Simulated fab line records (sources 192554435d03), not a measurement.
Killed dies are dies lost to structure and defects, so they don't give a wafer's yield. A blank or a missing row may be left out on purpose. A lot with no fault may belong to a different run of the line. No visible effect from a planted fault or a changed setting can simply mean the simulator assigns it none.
Matching of chambers ; flow n5_finfet ; N5_BEOL_M12_TRENCH_ETCH_34 on rie_diel-04: 4 sister chambers
The step etches SiOC in C4F8/O2/Ar, target depth 318.95 nm, time 125.5 s. 4 wafers are shown with their chamber, then 7 later ones without.

== WAFERS PAIRED WITH THEIR CHAMBERS ==
wafer;chamber;showerhead_plenum_p_Torr (Torr)
L082.1;1;3.47
L082.6;3;3.25
L088.2;0;3.27
L088.3;2;3.37

== WAFERS WHOSE CHAMBER IS MISSING ==
wafer;showerhead_plenum_p_Torr (Torr)
L088.4;3.24
L094.1;3.46
L094.3;3.36
L094.5;3.36
L093.1;3.36
L093.3;3.46
L093.4;3.24

== CHAMBER TAKEN BY EACH ==
wafer;from the rows above;in truth
L088.4;can't be placed: 3 or 0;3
L094.1;1;1
L094.3;2;2
L094.5;2;2
L093.1;2;2
L093.3;1;1
L093.4;can't be placed: 3 or 0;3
Correctly placed: 5 of 7. From these rows, 2 cannot be placed; in 2 the true chamber is one of the candidates. 0 placed wrongly.
How it was worked out, from the rows above alone: a wafer's distance from a chamber is the root of the sum, over the readings, of the square of ((its reading less the chamber's mean) divided by the reading's scatter). The wafer belongs to the nearest chamber; if the next one is less than 2 further off, it can't be placed. Each chamber's mean is taken over the wafers shown for it. The scatter: root of mean squared gap, hidden wafer to nearest shown wafer, with one shown wafer a chamber.
